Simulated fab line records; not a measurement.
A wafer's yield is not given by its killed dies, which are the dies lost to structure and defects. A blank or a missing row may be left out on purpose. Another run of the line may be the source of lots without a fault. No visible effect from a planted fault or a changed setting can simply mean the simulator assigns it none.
fab line records	flow n5-finfet
record lots=5	wafers=14	last-day=17
route steps=1938 shown BEOL_M7@1269
lots that met no fault: taken from a fault-free run of the same line
start-h: start of the lot's first displayed wafer, in hours after the record's first day	wait-h: time in hours since the lot's previous step	" as in the row above	L1.1+2: a single row standing in for several wafers	- value missing, or start not given	* or withheld: withheld	< > ~ a bound
route shown NAME@n: a module of which the file shows steps, and the number in the route of the first	usual: the fault-free wafers' mean and standard deviation	same: alike in all rows	chamber/n: place in a boat	sites: readings site by site	_std_site: the standard deviation of these	_edge_site: outer sites' mean less inner sites'	radius-mm: how far each site lies from the wafer's centre	mask NAME#n: copy n	behind: tool/chamber where the wafer was last shaped	hold: why the lot was held/for how many hours/how that ended	device: transistor that didn't switch, given as n, p or np	end of line: at the end of the route, the tests of the same wafers	where a step has no rows: the recipe by itself	killed: dies that structure and defects cost at the first sort, which is not the same as the wafer's yield	map: per-die view of a wafer (x killed, . not killed, _ where there is no die)
set.NAME: the setting the step ran with; set.NAME@STEP: the setting that earlier step ran with	model.NAME: the simulator's own value behind a step, which no gauge read
lots at selected steps of the route; one table per step, one row per wafer
services: a tool's chamber out of use, with start hour (start-h, from the record's first day; less than 0 if before it), hours out, and reason
## steps
# step N5_BEOL_M7_COAT_60
# recipe resist=SiARC	temp-c=220	time-s=60	spin-rpm=1500	resist-thk-nm=35
# step N5_BEOL_M7_COAT_05
# recipe resist=CAR-ArF	spin-rpm=1500	resist-thk-nm=90
# step N5_BEOL_M7_EBR_07
# recipe solvent=PGMEA	ebr-width-mm=1.5
# step N5_BEOL_M7_SOFTBAKE_06
# recipe temp-c=110	time-s=60	resist=CAR-ArF
# step N5_BEOL_M7_EXPOSE_08
# recipe mask-id=M7	na=1.35	source-shape=dipole	sigma-inner=0.817	sigma-outer=0.97	polarization=te	dose-mj=68.25
# step N5_BEOL_M7_PEB_09
# recipe peb-temp-c=withheld	peb-time-s=60	resist=CAR-ArF
# step N5_BEOL_M7_DEVELOP_10
# recipe develop-time-s=30	developer=TMAH	resist=CAR-ArF	rinse-liquid=diw	dry=air-spin	dev-temp-c=23
# step N5_BEOL_M7_CD_MEAS_11
# recipe target-cd-nm=38.5	landing-energy-ev=500	detector=se-inlens	polarity=opening
# usual cd-nm=38.7/0.6
lot.wafer	tool	chamber	start-h	wait-h	cd-nm
L371.1	cd-sem-02	0	210.57	-	39.5
L371.5	"	0	"	"	39.1
L371.6	"	0	"	"	38.7
L375.2	cd-sem-01	0	227.76	-	39.0
L375.3	"	0	"	"	39.1
L375.6	"	0	"	"	39.4
L382.3	cd-sem-03	0	279.48	-	38.7
L382.4	"	0	"	"	38.5
L389.3	cd-sem-02	0	312.64	-	38.0
L389.4	"	0	"	"	37.5
L389.6	"	0	"	"	37.2
L392.1	cd-sem-03	0	336.30	-	39.5
L392.3	"	0	"	"	38.3
L392.4	"	0	"	"	39.8
# step N5_BEOL_M7_OVL_MEAS_12
# recipe points-per-wafer=44
# usual M7_OVL=0.2/0.69
lot.wafer	tool	chamber	start-h	wait-h	M7_OVL[nm]
L371.1	overlay-02	0	210.60	0.0	-1.4
L371.5	"	0	"	"	0.3
L371.6	"	0	"	"	0.5
L375.2	overlay-02	0	227.79	0.0	-0.1
L375.3	"	0	"	"	0.8
L375.6	"	0	"	"	0.3
L382.3	overlay-01	0	279.51	0.0	0.6
L382.4	"	0	"	"	0.7
L389.3	overlay-02	0	312.67	0.0	-0.4
L389.4	"	0	"	"	0.1
L389.6	"	0	"	"	0.1
L392.1	overlay-01	0	336.33	0.0	0.4
L392.3	"	0	"	"	0.6
L392.4	"	0	"	"	0.2
# step N5_BEOL_M7_INSPECT_13
# recipe mode=adi	inspect-instrument=brightfield
# usual raw-defect-count=396/81
lot.wafer	tool	chamber	start-h	wait-h	raw-defect-count
L371.1	defect-inspect-02	-	210.62	0.0	293
L371.5	"	-	"	"	391
L371.6	"	-	"	"	411
L375.2	defect-inspect-02	-	227.81	0.0	412
L375.3	"	-	"	"	418
L375.6	"	-	"	"	453
L382.3	defect-inspect-01	-	279.54	0.0	578
L382.4	"	-	"	"	510
L389.3	defect-inspect-02	-	312.69	0.0	351
L389.4	"	-	"	"	503
L389.6	"	-	"	"	434
L392.1	defect-inspect-02	-	336.36	0.0	362
L392.3	"	-	"	"	327
L392.4	"	-	"	"	431
# step N5_BEOL_M7_DESCUM_16
# recipe chemistry=O2	time-s=7.9	source-power-w=50	bias-power-w=20	pressure-mtorr=20	rf-frequency-hz=2.712e+07	temp-c=40	resist=CAR-ArF	o2-flow-sccm=225
# usual chamber-pressure-mTorr=20.001/0.019	drypump-motor-current-A=5.8/0.4	oes-product-au=0.80/0.064	rf-vpp-V=243.4/1.5	showerhead-plenum-p-Torr=2.11/0.078	throttle-valve-pct=20.39/0.2
lot.wafer	tool	chamber	start-h	wait-h	chamber-pressure-mTorr	drypump-motor-current-A	oes-product-au	rf-hours-counter-h	rf-vpp-V	showerhead-plenum-p-Torr	throttle-valve-pct
L371.1	rie-diel-05	1	210.66	0.0	20.019	6.1	0.78	118	240.7	2.02	20.56
L371.5	"	2	"	"	19.972	5.3	0.78	-	243.7	2.11	20.63
L371.6	"	3	"	"	20.004	6.2	0.71	-	243.6	2.14	20.35
L375.2	rie-diel-01	3	228.13	0.3	19.970	6.0	0.77	167	243.2	2.09	20.32
L375.3	"	2	"	"	19.991	5.2	0.78	121	241.9	2.03	20.64
L375.6	"	2	"	"	19.991	5.2	0.78	-	241.0	2.03	20.62
L382.3	rie-diel-05	2	279.65	0.1	19.954	5.3	0.77	137	243.5	2.10	20.68
L382.4	"	0	"	"	19.996	6.0	0.89	-	244.0	2.15	20.50
L389.3	rie-diel-01	2	312.83	0.1	20.031	5.1	0.75	149	242.1	2.02	20.66
L389.4	"	0	"	"	20.008	6.1	0.71	224	243.4	2.16	20.48
L389.6	"	1	"	"	19.996	6.3	0.79	-	240.7	2.01	20.15
L392.1	rie-diel-01	3	336.39	0.0	19.986	6.0	0.74	201	243.0	2.08	20.36
L392.3	"	1	"	"	20.035	6.3	0.78	115	242.4	2.01	20.14
L392.4	"	1	"	"	20.005	6.3	0.78	-	241.0	2.01	20.14
# step N5_BEOL_M7_ETCH_61
# recipe chemistry=CF4	target=SiARC	target-depth-a=455	mask-material=CAR-ArF	time-s=75.8	ion-energy-ev=80	pressure-mtorr=40	source-w=545	bias-w=36	Ar_flow_sccm=100	cf4-flow-sccm=100	ends=cleared
# usual chamber-pressure-mTorr=40.00/0.034	drypump-motor-current-A=5.8/0.41	etch-rf-on-time-s=75.7/1.7	oes-product-au=0.68/0.052	rf-vpp-V=184.4/1.4	showerhead-plenum-p-Torr=2.16/0.07	throttle-valve-pct=15.57/0.16
lot.wafer	tool	chamber	start-h	wait-h	chamber-pressure-mTorr	drypump-motor-current-A	etch-rf-on-time-s	oes-product-au	rf-hours-counter-h	rf-vpp-V	showerhead-plenum-p-Torr	throttle-valve-pct
L371.1	rie-diel-05	1	210.69	0.0	40.00	6.1	75.7	0.68	118	183.0	2.08	15.75
L371.5	"	2	"	"	39.98	5.3	76.0	0.67	-	185.2	2.15	15.77
L371.6	"	3	"	"	39.96	6.2	74.2	0.61	-	183.6	2.20	15.75
L375.2	rie-diel-01	3	228.17	0.0	40.06	6.0	76.1	0.65	167	186.2	2.15	15.61
L375.3	"	2	"	"	39.94	5.1	75.3	0.68	121	182.4	2.08	15.70
L375.6	"	2	"	"	40.00	5.1	75.0	0.68	-	182.8	2.08	15.70
L382.3	rie-diel-05	2	279.68	0.0	39.97	5.3	75.7	0.65	137	184.0	2.14	15.82
L382.4	"	0	"	"	39.99	5.9	79.0	0.73	-	183.8	2.18	15.53
L389.3	rie-diel-01	2	312.86	0.0	39.98	5.1	76.2	0.65	149	184.2	2.07	15.76
L389.4	"	0	"	"	40.00	6.1	74.5	0.61	224	186.3	2.19	15.61
L389.6	"	1	"	"	39.95	6.3	75.9	0.67	-	183.8	2.09	15.45
L392.1	rie-diel-01	3	336.43	0.0	39.98	6.0	77.2	0.62	201	184.8	2.14	15.65
L392.3	"	1	"	"	40.02	6.3	76.7	0.66	115	182.0	2.08	15.44
L392.4	"	1	"	"	40.02	6.3	76.6	0.66	-	183.5	2.08	15.45
# step N5_BEOL_M7_ETCH_62
# recipe chemistry=N2/H2	target=SOC	target-depth-a=1100	overetch-a=220	mask-material=SiARC	temp-c=40	time-s=165	ion-energy-ev=200	pressure-mtorr=30	source-w=840	bias-w=150	n2-flow-sccm=200	h2-flow-sccm=200
# usual chamber-pressure-mTorr=29.999/0.026	drypump-motor-current-A=5.8/0.4	oes-product-au=0.68/0.051	rf-vpp-V=524.3/2.7	showerhead-plenum-p-Torr=2.56/0.091	throttle-valve-pct=17.74/0.2
lot.wafer	tool	chamber	start-h	wait-h	chamber-pressure-mTorr	drypump-motor-current-A	oes-product-au	rf-hours-counter-h	rf-vpp-V	showerhead-plenum-p-Torr	throttle-valve-pct	model.SiARC_of_BEOL_M7_COAT_60.thk-nm	model.BEOL_M7.cd-offset-nm
L371.1	rie-diel-05	1	210.75	0.0	30.003	6.1	0.66	118	520.6	2.45	17.80	28.4	0.8
L371.5	"	2	"	"	30.003	5.3	0.66	-	523.9	2.58	18.09	28.2	0.8
L371.6	"	3	"	"	30.032	6.2	0.60	-	526.1	2.61	17.91	28.6	0.4
L375.2	rie-diel-01	3	228.22	0.0	30.015	6.0	0.64	167	524.3	2.53	17.62	28.4	0
L375.3	"	2	"	"	29.968	5.2	0.67	121	521.0	2.45	17.88	28.4	0.8
L375.6	"	2	"	"	29.989	5.2	0.67	-	518.4	2.45	17.90	28.4	0.8
L382.3	rie-diel-05	2	279.74	0.0	29.964	5.3	0.64	137	524.9	2.57	18.15	28	0.2
L382.4	"	0	"	"	29.989	5.9	0.75	-	525.7	2.59	17.86	25.4	1.2
L389.3	rie-diel-01	2	312.92	0.0	30.017	5.2	0.65	149	519.4	2.43	17.95	28.4	-0.6
L389.4	"	0	"	"	30.025	6.1	0.60	224	524.2	2.61	17.85	28.4	-1.2
L389.6	"	1	"	"	30.020	6.3	0.66	-	523.1	2.46	17.71	28.6	-1
L392.1	rie-diel-01	3	336.48	0.0	29.995	6.0	0.62	202	524.1	2.52	17.67	28.6	0.8
L392.3	"	1	"	"	29.960	6.3	0.66	115	522.1	2.46	17.72	28.8	0.2
L392.4	"	1	"	"	29.979	6.3	0.66	-	521.1	2.46	17.73	28.6	1
# step N5_BEOL_M7_STRIP_68
# recipe chemistry=N2/H2	temp-c=40	n2-flow-sccm=200	h2-flow-sccm=200	rf-frequency-hz=6e+07
# step N5_BEOL_M7_STRIP_67
# recipe chemistry=CF4	resist=SiARC	power-w=300	bias-power-w=75	pressure-mtorr=50	cf4-flow-sccm=150	rf-frequency-hz=6e+07
# usual chamber-pressure-mTorr=50.00/0.046	drypump-motor-current-A=5.8/0.4	oes-product-au=0.80/0.06	rf-vpp-V=271.3/1.6	showerhead-plenum-p-Torr=1.81/0.061	throttle-valve-pct=13.54/0.17
lot.wafer	tool	chamber	start-h	wait-h	chamber-pressure-mTorr	drypump-motor-current-A	oes-product-au	rf-hours-counter-h	rf-vpp-V	showerhead-plenum-p-Torr	throttle-valve-pct
L371.1	rie-diel-05	1	210.89	0.0	49.94	6.1	0.78	118	271.5	1.75	13.69
L371.5	"	2	"	"	49.97	5.3	0.78	-	271.9	1.80	13.73
L371.6	"	3	"	"	50.02	6.2	0.72	-	273.6	1.85	13.80
L375.2	rie-diel-01	3	228.37	0.0	50.01	6.0	0.76	167	270.3	1.79	13.57
L375.3	"	2	"	"	49.93	5.2	0.78	121	270.1	1.74	13.66
L375.6	"	2	"	"	49.99	5.2	0.80	-	269.1	1.74	13.65
L382.3	rie-diel-05	2	279.89	0.0	49.98	5.3	0.77	137	271.3	1.80	13.80
L382.4	"	0	"	"	50.05	5.9	0.88	-	271.5	1.83	13.48
L389.3	rie-diel-01	2	313.07	0.0	50.01	5.2	0.76	149	269.7	1.73	13.73
L389.4	"	0	"	"	50.01	6.1	0.71	224	273.0	1.83	13.63
L389.6	"	1	"	"	50.07	6.3	0.79	-	269.3	1.75	13.42
L392.1	rie-diel-01	3	336.63	0.0	50.04	6.0	0.74	202	270.9	1.78	13.63
L392.3	"	1	"	"	50.01	6.4	0.78	115	269.2	1.75	13.43
L392.4	"	1	"	"	50.03	6.3	0.78	-	267.8	1.75	13.43
# step N5_BEOL_M7_HM_OPEN_17
# recipe chemistry=Cl2/BCl3	target-depth-a=200	overetch-a=60	target=TiN	mask-material=SOC	ion-energy-ev=150	pressure-mtorr=10	icp-w=1000	bias-w=126	Cl2_flow_sccm=53.25	bcl3-flow-sccm=21.75	Ar_flow_sccm=25
# usual chamber-pressure-mTorr=9.999/0.0087	drypump-motor-current-A=5.8/0.31	oes-product-au=0.70/0.11	throttle-valve-pct=22.0/0.32
lot.wafer	tool	chamber	start-h	wait-h	chamber-pressure-mTorr	drypump-motor-current-A	oes-product-au	rf-hours-counter-h	throttle-valve-pct	model.BEOL_M7.cd-offset-nm
L371.1	rie-metal-02	0	210.94	0.0	10.016	5.9	0.76	13	21.5	0.8
L371.5	"	0	"	"	10.004	5.9	0.77	-	21.4	0.8
L371.6	"	0	"	"	10.000	5.9	0.76	-	21.4	0.4
L375.2	rie-metal-03	0	228.41	0.0	9.996	5.7	0.56	106	22.1	0
L375.3	"	0	"	"	10.008	5.7	0.56	-	22.0	0.8
L375.6	"	1	"	"	9.991	5.6	0.56	-	22.2	0.8
L382.3	rie-metal-02	1	279.96	0.1	9.995	5.5	0.80	-	22.0	0.2
L382.4	"	0	"	"	9.997	5.9	0.74	-	21.5	1.4
L389.3	rie-metal-01	1	313.14	0.1	10.001	5.5	0.73	-	22.5	-0.6
L389.4	"	0	"	"	9.997	6.6	0.77	-	21.9	-1
L389.6	"	0	"	"	10.005	6.6	0.76	-	21.9	-1
L392.1	rie-metal-03	1	336.67	0.0	10.004	5.6	0.86	1	22.1	0.8
L392.3	"	0	"	"	9.994	5.7	0.54	-	22.1	0.2
L392.4	"	1	"	"	10.010	5.6	0.85	-	22.1	1
# step N5_BEOL_M7_STRIP_19
# recipe chemistry=O2	power-w=400	temp-c=40	pressure-mtorr=30	rf-frequency-hz=6e+07	bias-power-w=0	overash-fraction=0.2	o2-flow-sccm=225
# usual chamber-pressure-mTorr=30.00/0.034	drypump-motor-current-A=5.7/0.39	oes-product-au=0.81/0.067	rf-vpp-V=3.6/0.61	showerhead-plenum-p-Torr=2.14/0.083	throttle-valve-pct=16.60/0.19
lot.wafer	tool	chamber	start-h	wait-h	chamber-pressure-mTorr	drypump-motor-current-A	oes-product-au	rf-hours-counter-h	rf-vpp-V	showerhead-plenum-p-Torr	throttle-valve-pct
L371.1	rie-diel-04	1	211.14	0.2	30.00	5.9	0.85	60	3.1	2.22	16.66
L371.5	"	1	"	"	30.05	5.8	0.84	-	3.3	2.22	16.66
L371.6	"	2	"	"	29.98	5.6	0.91	-	3.4	2.23	16.29
L375.2	rie-diel-01	3	228.52	0.1	29.96	6.0	0.76	167	4.2	2.09	16.60
L375.3	"	1	"	"	29.95	6.4	0.83	79	3.2	2.02	16.33
L375.6	"	1	"	"	29.98	6.3	0.82	-	3.8	2.02	16.34
L382.3	rie-diel-04	2	280.04	0.1	29.98	5.6	0.88	37	3.5	2.22	16.32
L382.4	"	3	"	"	30.03	5.7	0.88	30	4.2	2.25	16.55
L389.3	rie-diel-01	2	313.23	0.1	30.02	5.1	0.76	149	3.5	2.03	16.89
L389.4	"	3	"	"	30.01	6.0	0.74	195	3.1	2.08	16.65
L389.6	"	0	"	"	29.98	6.1	0.71	-	4.3	2.16	16.74
L392.1	rie-diel-05	1	336.80	0.1	29.99	6.2	0.75	158	4.7	2.02	16.86
L392.3	"	0	"	"	30.01	5.9	0.85	60	3.4	2.14	16.70
L392.4	"	2	"	"	30.04	5.3	0.75	157	2.8	2.10	16.93
## services
tool	chamber	start-h	hours	kind
rie-metal-02	1	196.55	-	clean
rie-metal-02	1	196.55	16.0	scheduled-down
rie-metal-02	1	196.55	16.0	vent-cycle
rie-diel-04	0	202.29	6.5	repair
rie-diel-05	2	205.97	1.6	repair
rie-metal-01	0	216.25	-	clean
rie-metal-01	0	216.25	18.0	scheduled-down
rie-metal-01	0	216.25	18.0	vent-cycle
rie-diel-05	-	216.89	0.8	repair
rie-diel-04	2	233.69	4.1	repair
rie-metal-02	-	243.73	5.6	repair
rie-diel-04	2	252.40	19.3	repair
rie-diel-05	3	276.30	-	clean
rie-diel-05	3	276.30	-	consumable-replace:focus-ring
rie-diel-05	3	276.30	31.9	scheduled-down
rie-diel-05	3	276.30	31.9	vent-cycle
rie-metal-03	1	303.09	-	clean
rie-metal-03	1	303.09	27.4	scheduled-down
rie-metal-03	1	303.09	27.4	vent-cycle
rie-metal-01	1	308.47	4.1	repair
rie-diel-01	2	332.04	7.0	repair
## key
first-sign none at tools or gauges
model-effect step=N5_BEOL_M7_ETCH_62	value=SiARC_of_BEOL_M7_COAT_60.thk-nm	without=28.4	struck=25.4
model-effect step=N5_BEOL_M7_HM_OPEN_17	value=BEOL_M7.cd-offset-nm	without=0	struck=1.4
met-at N5_BEOL_M7_ETCH_62
struck-wafers L382.4
onset-between 210.75 279.74
fault kind=process-parameter-drift	tool=rie-diel-05	chamber=-	onset-h=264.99	steps=N5_BEOL_M7_ETCH_62	channel=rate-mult	offset=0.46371	shape=step	end-h=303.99	scope=struck-wafers-only
